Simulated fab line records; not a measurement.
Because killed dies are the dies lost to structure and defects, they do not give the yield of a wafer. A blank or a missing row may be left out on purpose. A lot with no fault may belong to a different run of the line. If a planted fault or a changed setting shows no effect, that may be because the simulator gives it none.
Chamber matching | flow nandHarc | aldHk-03 running NHARC_A_CHANNEL_FILL_D1_ALD_25: 4 sister chambers
The step deposits SiOx, target thk 60 nm, pulse time 10 s, ald cycles 600. 4 wafers are shown with their chamber, then 7 later ones without.

== WAFERS WITH THEIR CHAMBER ==
wafer  | chamber | heaterPowerW (W)
L085.5 | 0       | 471
L087.1 | 2       | 403
L089.2 | 3       | 517
L089.4 | 1       | 518

== WAFERS WHOSE CHAMBER IS MISSING ==
wafer  | heaterPowerW (W)
L089.5 | 392
L095.3 | 391
L095.4 | 447
L095.5 | 383
L096.1 | 461
L096.4 | 503
L096.5 | 506

== CHAMBER TAKEN BY EACH ==
wafer  | from the rows above          | in truth
L089.5 | 2                            | 2
L095.3 | 2                            | 2
L095.4 | can't be placed: 0 or 2      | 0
L095.5 | 2                            | 2
L096.1 | 0                            | 0
L096.4 | can't be placed: 3 or 1 or 0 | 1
L096.5 | can't be placed: 3 or 1 or 0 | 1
4 of 7 placed correctly. Not placeable from these rows: 3 (in 3, the candidates include the true chamber). Number placed wrongly: 0.
How it was worked out, from the rows above alone: a wafer's distance from a chamber is the root of the sum, over the readings, of the square of ((its reading less the chamber's mean) divided by the reading's scatter). If the next closest chamber is less than 2 further off than the closest, the wafer can't be placed; otherwise it belongs to the closest. The mean given for a chamber averages the wafers shown for that chamber. The scatter (one wafer shown for each chamber): square how far every hidden wafer sits from the nearest shown wafer, average those squares and take the square root.
